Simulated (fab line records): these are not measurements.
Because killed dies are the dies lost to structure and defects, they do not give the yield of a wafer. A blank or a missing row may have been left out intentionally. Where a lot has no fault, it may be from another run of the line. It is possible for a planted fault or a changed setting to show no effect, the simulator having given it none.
Matching of chambers || flow nand-harc || pecvd-03 running NHARC_A_STAIRCASE_DEP_417: 3 sister chambers
The step deposits Si3N4, target thk 60 nm. 3 wafers are shown with their chamber, then 9 later ones without.

## WAFERS PAIRED WITH THEIR CHAMBERS
{"wafer": "L087.3", "chamber": 0, "heater-power-w (W)": 692}
{"wafer": "L089.4", "chamber": 2, "heater-power-w (W)": 630}
{"wafer": "L089.5", "chamber": 1, "heater-power-w (W)": 710}

## WAFERS WITH NO CHAMBER GIVEN
{"wafer": "L094.3", "heater-power-w (W)": 679}
{"wafer": "L094.5", "heater-power-w (W)": 721}
{"wafer": "L094.6", "heater-power-w (W)": 680}
{"wafer": "L097.1", "heater-power-w (W)": 732}
{"wafer": "L097.4", "heater-power-w (W)": 742}
{"wafer": "L097.6", "heater-power-w (W)": 738}
{"wafer": "L096.1", "heater-power-w (W)": 627}
{"wafer": "L096.2", "heater-power-w (W)": 694}
{"wafer": "L096.4", "heater-power-w (W)": 694}

## THE CHAMBER EACH PASSED THROUGH
{"wafer": "L094.3", "from the rows above": "can't be placed: 0 or 1", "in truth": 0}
{"wafer": "L094.5", "from the rows above": "can't be placed: 1 or 0", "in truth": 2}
{"wafer": "L094.6", "from the rows above": "can't be placed: 0 or 1", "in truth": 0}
{"wafer": "L097.1", "from the rows above": "can't be placed: 1 or 0", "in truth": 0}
{"wafer": "L097.4", "from the rows above": "can't be placed: 1 or 0", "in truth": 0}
{"wafer": "L097.6", "from the rows above": "can't be placed: 1 or 0", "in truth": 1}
{"wafer": "L096.1", "from the rows above": 2, "in truth": 2}
{"wafer": "L096.2", "from the rows above": "can't be placed: 0 or 1", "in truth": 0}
{"wafer": "L096.4", "from the rows above": "can't be placed: 0 or 1", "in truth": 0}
Correct placement for 1 of the 9. Not placeable from these rows: 8 (in 7, the candidates include the true chamber). 0 placed wrongly.
How it was worked out, from the rows above alone: a wafer's distance from a chamber is the root of the sum, over the readings, of the square of ((its reading less the chamber's mean) divided by the reading's scatter). The wafer belongs to the nearest chamber; if the next one is less than 2 further off, it can't be placed. A chamber's mean is the mean of its shown wafers. The scatter: with one shown wafer a chamber, the root of the mean of the squares of how far each hidden wafer lies from its nearest shown one.
